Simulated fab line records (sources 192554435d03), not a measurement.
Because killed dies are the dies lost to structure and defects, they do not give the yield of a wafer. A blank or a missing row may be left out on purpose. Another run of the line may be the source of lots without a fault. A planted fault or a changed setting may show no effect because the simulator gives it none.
What tool caused it? / flow n5Finfet / 9 lots, 27 wafers sampled, at 6 steps of a route of 1938

== WHAT THE GAUGES READ, wafer by wafer ==
N5_STI_FIN_REVEAL_CD_MEAS_22: target cd 6.238 nm, pitch 28 nm. Usual: cdNm at 6.3 nm, with a standard deviation of 0.32.
lot=L406; measured=day 2 13:16; on=cdSem-02; cdNm (nm)=5.9 6.6 6.5; flag=
lot=L407; measured=day 2 18:46; on=cdSem-02; cdNm (nm)=5.9 6.2 6.6; flag=
lot=L411; measured=day 3 19:43; on=cdSem-02; cdNm (nm)=6.3 6.2 6.5; flag=
lot=L414; measured=day 4 13:12; on=cdSem-01; cdNm (nm)=6.4 6.1 6.6; flag=
lot=L415; measured=day 4 19:58; on=cdSem-03; cdNm (nm)=6.6 6.1 6.8; flag=
lot=L417; measured=day 5 07:41; on=cdSem-01; cdNm (nm)=5.9 6.2 5.8; flag=
lot=L420; measured=day 6 05:10; on=cdSem-01; cdNm (nm)=6.3 6.4 6.0; flag=
lot=L424; measured=day 7 00:22; on=cdSem-02; cdNm (nm)=6.7 5.9 6.0; flag=
lot=L425; measured=day 7 07:39; on=cdSem-02; cdNm (nm)=6.0 6.1 5.7; flag=

N5_STI_FIN_REVEAL_INSPECT_13: inspects for defects (darkfield). Usual: rawDefectCount at 13, with a standard deviation of 5.7.
lot=L406; measured=day 2 13:23; on=defectInspect-01; rawDefectCount=9 17 6; flag=
lot=L407; measured=day 2 18:53; on=defectInspect-02; rawDefectCount=18 8 5; flag=
lot=L411; measured=day 3 19:49; on=defectInspect-01; rawDefectCount=16 14 10; flag=
lot=L414; measured=day 4 13:19; on=defectInspect-02; rawDefectCount=10 16 8; flag=
lot=L415; measured=day 4 20:05; on=defectInspect-01; rawDefectCount=16 12 9; flag=
lot=L417; measured=day 5 07:48; on=defectInspect-01; rawDefectCount=17 17 14; flag=
lot=L420; measured=day 6 05:19; on=defectInspect-02; rawDefectCount=7 16 4; flag=
lot=L424; measured=day 7 00:29; on=defectInspect-02; rawDefectCount=14 18 10; flag=
lot=L425; measured=day 7 07:46; on=defectInspect-01; rawDefectCount=18 7 1350; flag=OFF

N5_BEOL_M4_RC_MEAS_101. Usual: DIBL_N 36.2 mV/V, standard deviation 2.4; DIBL_P 36.2 mV/V, standard deviation 2.6; IOFF_N 0.16 nA/um, standard deviation 0.045; IOFF_P 0.21 nA/um, standard deviation 0.046; ION_N 674 uA/um, standard deviation 17; ION_P 463 uA/um, standard deviation 11; SS_N 71.5 mV/dec, standard deviation 0.77; SS_P 73.1 mV/dec, standard deviation 0.76; VT_N 250 mV, standard deviation 3.9; VT_P -250 mV, standard deviation 3.9.
lot=L406; measured=day 7 21:28; on=prober-02; DIBL_N (mV/V)=39.4 37.9 40.5; DIBL_P (mV/V)=39.7 38.3 40.5; IOFF_N (nA/um)=0.20 0.16 0.22; IOFF_P (nA/um)=0.27 0.24 0.30; ION_N (uA/um)=685 692 695; ION_P (uA/um)=474 480 473; SS_N (mV/dec)=72.3 71.5 71.9; SS_P (mV/dec)=73.8 72.9 74.1; VT_N (mV)=249 249 247; VT_P (mV)=-244 -249 -245; flag=
lot=L407; measured=day 7 18:56; on=prober-02; DIBL_N (mV/V)=32.4 30.5 37.0; DIBL_P (mV/V)=31.4 28.2 37.0; IOFF_N (nA/um)=0.10 0.07 0.18; IOFF_P (nA/um)=0.13 0.10 0.20; ION_N (uA/um)=667 649 678; ION_P (uA/um)=456 448 463; SS_N (mV/dec)=69.5 69.5 71.2; SS_P (mV/dec)=71.9 70.9 73.7; VT_N (mV)=254 261 249; VT_P (mV)=-258 -261 -252; flag=
lot=L411; measured=day 8 20:34; on=prober-01; DIBL_N (mV/V)=35.7 33.3 34.0; DIBL_P (mV/V)=35.2 34.2 35.0; IOFF_N (nA/um)=0.16 0.12 0.12; IOFF_P (nA/um)=0.19 0.17 0.19; ION_N (uA/um)=665 652 651; ION_P (uA/um)=452 453 457; SS_N (mV/dec)=71.9 70.8 70.7; SS_P (mV/dec)=72.6 72.6 72.9; VT_N (mV)=251 254 256; VT_P (mV)=-254 -253 -251; flag=
lot=L414; measured=day 11 00:43; on=prober-02; DIBL_N (mV/V)=37.0 35.3 33.9; DIBL_P (mV/V)=38.8 36.0 35.8; IOFF_N (nA/um)=0.17 0.12 0.12; IOFF_P (nA/um)=0.20 0.16 0.17; ION_N (uA/um)=672 641 678; ION_P (uA/um)=458 444 461; SS_N (mV/dec)=71.5 71.7 70.7; SS_P (mV/dec)=72.0 72.7 72.2; VT_N (mV)=248 255 252; VT_P (mV)=-249 -256 -253; flag=
lot=L415; measured=day 11 03:40; on=prober-01; DIBL_N (mV/V)=40.9 37.9 39.6; DIBL_P (mV/V)=41.8 38.4 40.5; IOFF_N (nA/um)=0.28 0.17 0.23; IOFF_P (nA/um)=0.27 0.20 0.25; ION_N (uA/um)=720 669 676; ION_P (uA/um)=480 458 452; SS_N (mV/dec)=72.5 71.7 71.9; SS_P (mV/dec)=74.7 74.6 75.0; VT_N (mV)=244 251 247; VT_P (mV)=-247 -252 -249; flag=
lot=L417; measured=day 11 08:01; on=prober-01; DIBL_N (mV/V)=34.0 34.9 33.6; DIBL_P (mV/V)=34.1 35.0 33.5; IOFF_N (nA/um)=0.12 0.13 0.12; IOFF_P (nA/um)=0.19 0.20 0.19; ION_N (uA/um)=670 666 670; ION_P (uA/um)=472 468 471; SS_N (mV/dec)=70.7 70.3 70.2; SS_P (mV/dec)=72.3 72.8 72.8; VT_N (mV)=253 253 252; VT_P (mV)=-249 -247 -250; flag=
lot=L420; measured=day 11 14:35; on=prober-01; DIBL_N (mV/V)=39.9 36.7 36.6; DIBL_P (mV/V)=39.5 35.6 35.2; IOFF_N (nA/um)=0.23 0.16 0.16; IOFF_P (nA/um)=0.33 0.24 0.24; ION_N (uA/um)=676 674 696; ION_P (uA/um)=469 469 476; SS_N (mV/dec)=73.1 71.7 71.7; SS_P (mV/dec)=74.4 73.7 73.8; VT_N (mV)=246 250 250; VT_P (mV)=-244 -247 -246; flag=
lot=L424; measured=day 12 15:38; on=prober-02; DIBL_N (mV/V)=37.8 36.7 36.5; DIBL_P (mV/V)=38.2 37.2 35.5; IOFF_N (nA/um)=0.20 0.18 0.17; IOFF_P (nA/um)=0.24 0.22 0.19; ION_N (uA/um)=681 684 670; ION_P (uA/um)=466 465 459; SS_N (mV/dec)=71.0 71.7 71.9; SS_P (mV/dec)=73.6 73.4 72.6; VT_N (mV)=243 248 248; VT_P (mV)=-247 -251 -249; flag=
lot=L425; measured=day 13 04:14; on=prober-01; DIBL_N (mV/V)=34.2 37.1 35.1; DIBL_P (mV/V)=33.9 35.9 34.9; IOFF_N (nA/um)=0.14 0.18 0.14; IOFF_P (nA/um)=0.18 0.22 0.21; ION_N (uA/um)=684 680 660; ION_P (uA/um)=469 471 455; SS_N (mV/dec)=70.8 71.7 72.4; SS_P (mV/dec)=72.9 73.4 72.9; VT_N (mV)=252 252 251; VT_P (mV)=-252 -249 -246; flag=

== WHAT TOOL EACH LOT RAN ON (gives the tool, then ch and the chambers of the sampled wafers, and finally the start) ==
lot=L406; N5_FIN_CUT_ETCH_21=rieDiel-06 ch 1,2,3, day 2 02:35; N5_STI_FIN_REVEAL_ALD_00=aldSin-02 ch 0,1,3, day 2 04:36; N5_STI_FIN_REVEAL_OXIDATION_31=plasmaAsher-01 ch 0,1, day 2 12:45
lot=L407; N5_FIN_CUT_ETCH_21=rieDiel-01 ch 0,2, day 2 09:08; N5_STI_FIN_REVEAL_ALD_00=aldSin-01 ch 0,1,3, day 2 10:02; N5_STI_FIN_REVEAL_OXIDATION_31=plasmaAsher-01 ch 0,1, day 2 18:10
lot=L411; N5_FIN_CUT_ETCH_21=rieDiel-06 ch 1,2,3, day 3 09:19; N5_STI_FIN_REVEAL_ALD_00=aldSin-02 ch 0,1,3, day 3 10:46; N5_STI_FIN_REVEAL_OXIDATION_31=plasmaAsher-02 ch 0,1, day 3 19:12
lot=L414; N5_FIN_CUT_ETCH_21=rieDiel-02 ch 0,1, day 4 03:18; N5_STI_FIN_REVEAL_ALD_00=aldSin-02 ch 0,3, day 4 04:24; N5_STI_FIN_REVEAL_OXIDATION_31=plasmaAsher-02 ch 0,1, day 4 12:41
lot=L415; N5_FIN_CUT_ETCH_21=rieDiel-06 ch 0,1,2, day 4 10:28; N5_STI_FIN_REVEAL_ALD_00=aldSin-01 ch 1,2,3, day 4 11:21; N5_STI_FIN_REVEAL_OXIDATION_31=plasmaAsher-01 ch 0,1, day 4 19:27
lot=L417; N5_FIN_CUT_ETCH_21=rieDiel-01 ch 0,1, day 4 21:37; N5_STI_FIN_REVEAL_ALD_00=aldSin-01 ch 0,3, day 4 22:59; N5_STI_FIN_REVEAL_OXIDATION_31=plasmaAsher-02 ch 0,1, day 5 07:10
lot=L420; N5_FIN_CUT_ETCH_21=rieDiel-06 ch 0,1, day 5 18:32; N5_STI_FIN_REVEAL_ALD_00=aldSin-01 ch 0,3, day 5 19:25; N5_STI_FIN_REVEAL_OXIDATION_31=plasmaAsher-02 ch 0,1, day 6 04:37
lot=L424; N5_FIN_CUT_ETCH_21=rieDiel-02 ch 0,2, day 6 14:44; N5_STI_FIN_REVEAL_ALD_00=aldSin-04 ch 0,1,3, day 6 15:36; N5_STI_FIN_REVEAL_OXIDATION_31=plasmaAsher-02 ch 1, day 6 23:46
lot=L425; N5_FIN_CUT_ETCH_21=rieDiel-02 ch 0,2,3, day 6 22:13; N5_STI_FIN_REVEAL_ALD_00=aldSin-04 ch 0,2,3, day 6 23:05; N5_STI_FIN_REVEAL_OXIDATION_31=plasmaAsher-01 ch 0,1, day 7 07:08
- N5_FIN_CUT_ETCH_21: etches SOC in N2/H2, target depth 219 nm, overetch 43.8 nm, time 523.5 s.
- N5_STI_FIN_REVEAL_ALD_00: deposits SiO2, target thk 1 nm, pulse time 1 s.
- N5_STI_FIN_REVEAL_OXIDATION_31: chemistry O2 PLASMA REMOTE, time 20 s.

== AS READ BY THE TOOLS THEMSELVES (means over the sampled wafers that have a number; for cases with no such wafer, the mark the record gives instead) ==
N5_FIN_CUT_ETCH_21. Usual: drypumpMotorCurrentA 5.7 A, standard deviation 0.41; oesProductAu 0.69 a.u., standard deviation 0.063; rfVppV 241.3 V, standard deviation 1.4; showerheadPlenumPTorr 2.59 Torr, standard deviation 0.095; throttleValvePct 17.99 %, standard deviation 0.24.
lot=L406; tool=rieDiel-06; drypumpMotorCurrentA (A)=5.5; oesProductAu (a.u.)=0.71; rfVppV (V)=241.6; showerheadPlenumPTorr (Torr)=2.62; throttleValvePct (%)=17.83; flag=
lot=L407; tool=rieDiel-01; drypumpMotorCurrentA (A)=5.8; oesProductAu (a.u.)=0.69; rfVppV (V)=241.2; showerheadPlenumPTorr (Torr)=2.58; throttleValvePct (%)=18.26; flag=
lot=L411; tool=rieDiel-06; drypumpMotorCurrentA (A)=5.5; oesProductAu (a.u.)=0.70; rfVppV (V)=242.0; showerheadPlenumPTorr (Torr)=2.62; throttleValvePct (%)=17.84; flag=
lot=L414; tool=rieDiel-02; drypumpMotorCurrentA (A)=5.7; oesProductAu (a.u.)=0.70; rfVppV (V)=241.5; showerheadPlenumPTorr (Torr)=2.64; throttleValvePct (%)=18.10; flag=
lot=L415; tool=rieDiel-06; drypumpMotorCurrentA (A)=5.6; oesProductAu (a.u.)=0.69; rfVppV (V)=241.9; showerheadPlenumPTorr (Torr)=2.60; throttleValvePct (%)=17.88; flag=
lot=L417; tool=rieDiel-01; drypumpMotorCurrentA (A)=5.7; oesProductAu (a.u.)=0.66; rfVppV (V)=241.0; showerheadPlenumPTorr (Torr)=2.58; throttleValvePct (%)=18.34; flag=
lot=L420; tool=rieDiel-06; drypumpMotorCurrentA (A)=5.4; oesProductAu (a.u.)=0.68; rfVppV (V)=240.5; showerheadPlenumPTorr (Torr)=2.55; throttleValvePct (%)=18.01; flag=
lot=L424; tool=rieDiel-02; drypumpMotorCurrentA (A)=5.7; oesProductAu (a.u.)=0.80; rfVppV (V)=242.5; showerheadPlenumPTorr (Torr)=2.71; throttleValvePct (%)=18.10; flag=
lot=L425; tool=rieDiel-02; drypumpMotorCurrentA (A)=5.9; oesProductAu (a.u.)=0.75; rfVppV (V)=240.6; showerheadPlenumPTorr (Torr)=2.58; throttleValvePct (%)=18.08; flag=

N5_STI_FIN_REVEAL_ALD_00. Usual: heaterPowerW 475 W, standard deviation 37; precursorPulseHeightRel 0.999, standard deviation 0.021.
lot=L406; tool=aldSin-02; heaterPowerW (W)=445; precursorPulseHeightRel=0.988; flag=
lot=L407; tool=aldSin-01; heaterPowerW (W)=484; precursorPulseHeightRel=0.986; flag=
lot=L411; tool=aldSin-02; heaterPowerW (W)=447; precursorPulseHeightRel=1.006; flag=
lot=L414; tool=aldSin-02; heaterPowerW (W)=422; precursorPulseHeightRel=1.008; flag=
lot=L415; tool=aldSin-01; heaterPowerW (W)=458; precursorPulseHeightRel=0.988; flag=
lot=L417; tool=aldSin-01; heaterPowerW (W)=489; precursorPulseHeightRel=0.993; flag=
lot=L420; tool=aldSin-01; heaterPowerW (W)=507; precursorPulseHeightRel=1.004; flag=
lot=L424; tool=aldSin-04; heaterPowerW (W)=512; precursorPulseHeightRel=1.019; flag=
lot=L425; tool=aldSin-04; heaterPowerW (W)=489; precursorPulseHeightRel=0.994; flag=

N5_STI_FIN_REVEAL_OXIDATION_31. Usual: drypumpMotorCurrentA 5.6 A, standard deviation 0.7; heaterPowerW 142 W, standard deviation 6.1.
lot=L406; tool=plasmaAsher-01; drypumpMotorCurrentA (A)=5.6; heaterPowerW (W)=149; flag=
lot=L407; tool=plasmaAsher-01; drypumpMotorCurrentA (A)=5.6; heaterPowerW (W)=145; flag=
lot=L411; tool=plasmaAsher-02; drypumpMotorCurrentA (A)=5.3; heaterPowerW (W)=137; flag=
lot=L414; tool=plasmaAsher-02; drypumpMotorCurrentA (A)=5.2; heaterPowerW (W)=136; flag=
lot=L415; tool=plasmaAsher-01; drypumpMotorCurrentA (A)=5.6; heaterPowerW (W)=146; flag=
lot=L417; tool=plasmaAsher-02; drypumpMotorCurrentA (A)=5.3; heaterPowerW (W)=138; flag=
lot=L420; tool=plasmaAsher-02; drypumpMotorCurrentA (A)=5.2; heaterPowerW (W)=136; flag=
lot=L424; tool=plasmaAsher-02; drypumpMotorCurrentA (A)=5.1; heaterPowerW (W)=133; flag=
lot=L425; tool=plasmaAsher-01; drypumpMotorCurrentA (A)=6.2; heaterPowerW (W)=147; flag=

== THE ANSWER, worked out from the rows above alone ==
Rule: take the mean of a lot's wafers that have a number; if it is more than 3 standard deviations from the usual mean, the lot is off. A lot without any number at a reading at which 4 lots or more have one is off too. Where the step has rows for the other lots, those lots are counted as sound. First the gauges in route order, then the tools' own readings, where a lot's mean is used as printed above. The first step at which some lot is off is used, and at that step the reading that is off furthest; a lot without a number counts as furthest.
Off, at N5_STI_FIN_REVEAL_INSPECT_13 on rawDefectCount: L425.
If a tool, at a process step before that reading, ran all the lots that are off and no sound lot after the first of them, it fits. Gauges at N5_STI_FIN_REVEAL_INSPECT_13: tried the same way as those tools. Can't be told from this: 4 tools fit, rieDiel-02 at N5_FIN_CUT_ETCH_21, aldSin-04 at N5_STI_FIN_REVEAL_ALD_00, plasmaAsher-01 at N5_STI_FIN_REVEAL_OXIDATION_31, defectInspect-01 at N5_STI_FIN_REVEAL_INSPECT_13.

== WHAT THE SIMULATOR HAD PUT IN ==
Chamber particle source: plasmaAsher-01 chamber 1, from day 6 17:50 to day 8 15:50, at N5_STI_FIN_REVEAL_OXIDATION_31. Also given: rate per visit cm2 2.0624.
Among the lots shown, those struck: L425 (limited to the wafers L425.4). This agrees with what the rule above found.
